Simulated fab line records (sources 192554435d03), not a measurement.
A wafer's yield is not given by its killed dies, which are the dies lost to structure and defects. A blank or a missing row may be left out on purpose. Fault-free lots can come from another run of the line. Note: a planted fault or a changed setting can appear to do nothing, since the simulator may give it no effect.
Which of the tools did it?	flow n5 finfet	69 wafers from 23 lots sampled at 2 of the route's 1938 steps

== WHAT EACH GAUGE READ, for each wafer ==
N5_GATE_CUT_OVL_MEAS_14. Usual: GATE_CUT_OVL 0.0 nm, standard deviation 0.64.
lot	measured	on	GATE_CUT_OVL (nm)	flag
L074	day 4 11:25	overlay-02	0.7 -0.2 -1.2	
L075	day 4 18:40	overlay-02	-0.2 -0.5 0.4	
L077	day 5 07:28	overlay-02	-0.4 -0.5 0.7	
L078	day 5 09:32	overlay-01	0.5 -0.7 -0.1	
L079	day 5 19:25	overlay-01	-1.1 0.7 -0.3	
L080	day 6 04:04	overlay-02	-0.2 0.0 0.0	
L081	day 6 04:34	overlay-01	0.2 -0.1 1.2	
L082	day 6 12:12	overlay-02	0.4 -0.9 -0.7	
L083	day 6 19:33	overlay-02	1.0 0.7 0.9	
L084	day 7 00:41	overlay-01	-0.7 -0.4 -0.9	
L086	day 7 12:58	overlay-02	0.0 0.6 -0.6	
L085	day 7 14:26	overlay-02	1.0 0.4 0.9	
L087	day 7 20:52	overlay-02	0.0 0.8 -0.1	
L089	day 8 07:27	overlay-02	-1.1 0.4 1.4	
L088	day 8 08:08	overlay-01	-0.2 -0.5 -1.0	
L090	day 8 12:59	overlay-01	0.8 -0.2 0.1	
L091	day 8 21:59	overlay-02	-1.9 0.6 0.0	
L092	day 9 00:58	overlay-02	0.0 0.8 -0.1	
L093	day 9 09:20	overlay-01	-0.1 -0.9 -0.1	
L094	day 9 12:11	overlay-02	-2.3 -0.6 0.2	
L095	day 9 19:38	overlay-01	0.3 0.7 -0.7	
L096	day 10 01:59	overlay-01	0.6 -0.8 0.2	
L097	day 11 01:17	overlay-01	0.4 -0.2 0.0	

== WHICH TOOL RAN EACH LOT (tool, then ch and the chambers of the sampled wafers, then the start) ==
lot	N5_GATE_CUT_SAC_CAP_01
L074	ald sin-04 ch 0,1,2, day 4 08:27
L075	ald sin-04 ch 1,2, day 4 15:42
L077	ald sin-03 ch 0,3, day 5 04:18
L078	ald sin-03 ch 0,1, day 5 06:33
L079	ald sin-03 ch 2,3, day 5 16:17
L080	ald sin-04 ch 0,2, day 6 01:05
L081	ald sin-03 ch 0,1,3, day 6 01:36
L082	ald sin-04 ch 1,3, day 6 09:07
L083	ald sin-02 ch 2,3, day 6 16:26
L084	ald sin-04 ch 0,1, day 6 21:42
L086	ald sin-03 ch 1,2, day 7 09:53
L085	ald sin-02 ch 0,1,3, day 7 11:28
L087	ald sin-04 ch 0,3, day 7 17:53
L089	ald sin-04 ch 0,3, day 8 04:28
L088	ald sin-03 ch 0,1,3, day 8 05:11
L090	ald sin-04 ch 2,3, day 8 09:53
L091	ald sin-04 ch 0,1,2, day 8 19:01
L092	ald sin-04 ch 1,2, day 8 21:52
L093	ald sin-04 ch 0,2,3, day 9 06:14
L094	ald sin-02 ch 0,1,2, day 9 09:13
L095	ald sin-02 ch 1,3, day 9 16:40
L096	ald sin-02 ch 1,2,3, day 9 22:53
L097	ald sin-04 ch 0,2,3, day 10 22:19
- N5_GATE_CUT_SAC_CAP_01: material SiNx, target thk 24 nm, pulse time 1 s, ald cycles 480.

== WHAT THE TOOLS THEMSELVES READ (means of the sampled wafers that have a number; where no wafer has one, the mark that the record gives instead) ==
N5_GATE_CUT_SAC_CAP_01. Usual: heater power w 825 W, standard deviation 78; precursor pulse height rel 0.998, standard deviation 0.021.
lot	tool	heater power w (W)	precursor pulse height rel	flag
L074	ald sin-04	806	0.988	
L075	ald sin-04	882	1.012	
L077	ald sin-03	793	0.999	
L078	ald sin-03	797	0.978	
L079	ald sin-03	909	1.021	
L080	ald sin-04	758	0.965	
L081	ald sin-03	793	0.969	
L082	ald sin-04	896	0.993	
L083	ald sin-02	831	0.984	
L084	ald sin-04	774	0.994	
L086	ald sin-03	828	0.997	
L085	ald sin-02	786	1.007	
L087	ald sin-04	838	0.998	
L089	ald sin-04	788	1.017	
L088	ald sin-03	795	0.998	
L090	ald sin-04	911	0.991	
L091	ald sin-04	827	1.021	
L092	ald sin-04	863	0.977	
L093	ald sin-04	819	0.997	
L094	ald sin-02	759	1.000	
L095	ald sin-02	783	0.994	
L096	ald sin-02	787	0.993	
L097	ald sin-04	834	1.002	

== THE ANSWER, worked out from the rows above alone ==
Rule: lot off if the mean of its wafers having a number is beyond 3 standard deviations from the usual mean. A lot without any number at a reading at which 4 lots or more have one is off too. The other lots that the step has rows for count as sound. Order of review: gauges by route order, followed by the tools' own readings, for which a lot's mean as printed above is used. At the first step where some lot is off, the reading lying furthest off is the one used; lots without a number count as furthest.
None of the lots is off at any reading shown; this tells nothing.

== WHAT THE SIMULATOR HAD INSERTED ==
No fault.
